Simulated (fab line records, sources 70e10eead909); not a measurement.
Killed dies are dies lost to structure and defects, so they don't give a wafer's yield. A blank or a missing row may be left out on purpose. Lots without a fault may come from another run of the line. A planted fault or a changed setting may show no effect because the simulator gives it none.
A struck lot beside a sound one | flow nand_harc | 13 steps out of a route of 1159
Sound: wafers L373.2, L373.3, L373.5. Struck: wafers L368.1, L368.3, L368.4. The cause comes at the end.
At each step with rows: each side's tool, then ch and its chambers, then its first start. Under that, the readings that differ: sound wafers | struck wafers | difference of the means | sigmas: that difference in standard deviations of wafers without a fault.
alike: readings whose means differ by less than 2 such deviations, and words and numbers that are the same on both sides. not compared: withheld readings, readings that some wafer has no value for, bounds like >300 that may hide the same value, and numbers for which the record gives no deviation and whose values overlap.
The two part at a step that has a row with sigmas, a row that says differs or no value, or rows on one side only. Numbers that don't overlap but have no deviation are shown without sigmas and don't part them. A reading that every wafer of one side lacks parts them only if that side has two wafers or more.

NHARC_P_CONTACT_DEP_30: deposits SiNx, target thk 30 nm.
  sound on pecvd-04 ch 0,2, day 8 15:38; struck on pecvd-01 ch 0,1,2, day 7 11:01
  alike: heater_power_w
NHARC_P_CONTACT_DEP_00: deposits SiO2, target thk 500 nm.
  sound on pecvd-04 ch 0,2; struck on pecvd-01 ch 0,1,2
  alike: heater_power_w, throttle_valve_pct
NHARC_P_CONTACT_CMP_01: polishes SiO2, target thk 200 nm.
  sound on cmp-02 ch 0,1,2, day 8 16:22; struck on cmp-01 ch 0,1,2, day 7 11:45
  alike: motor_current_A, retaining_ring_pressure_frac, slurry_flow_ml_min
then, 8 steps without rows for these wafers: NHARC_P_CONTACT_SRD_03; NHARC_P_CONTACT_DEHYDRATE_04 (time 120 s); NHARC_P_CONTACT_HMDS_05 (time 30 s); NHARC_P_CONTACT_COAT_33 (time 75 s); NHARC_P_CONTACT_COAT_34 (time 65 s); NHARC_P_CONTACT_COAT_06 (resist thk 90 nm); NHARC_P_CONTACT_SOFTBAKE_07 (time 55 s); NHARC_P_CONTACT_EBR_08.
NHARC_P_CONTACT_EXPOSE_09: exposes mask P CA, target cd 90 nm.
  sound on arfi_scanner-01 ch 0, day 8 17:01; struck on arfi_scanner-01, day 7 12:25
  no value came back on the struck wafers for exposure_dose_mJ_cm2, focus_offset_nm (nm); on the sound wafers exposure_dose_mJ_cm2 reads 81.17 81.08 81.24
  alike: mask
then, 1 step without rows for these wafers: NHARC_P_CONTACT_PEB_10 (peb time 65 s).

WHERE THEY PART
Only at NHARC_P_CONTACT_EXPOSE_09, within this record.

WHY: what the simulator had put in
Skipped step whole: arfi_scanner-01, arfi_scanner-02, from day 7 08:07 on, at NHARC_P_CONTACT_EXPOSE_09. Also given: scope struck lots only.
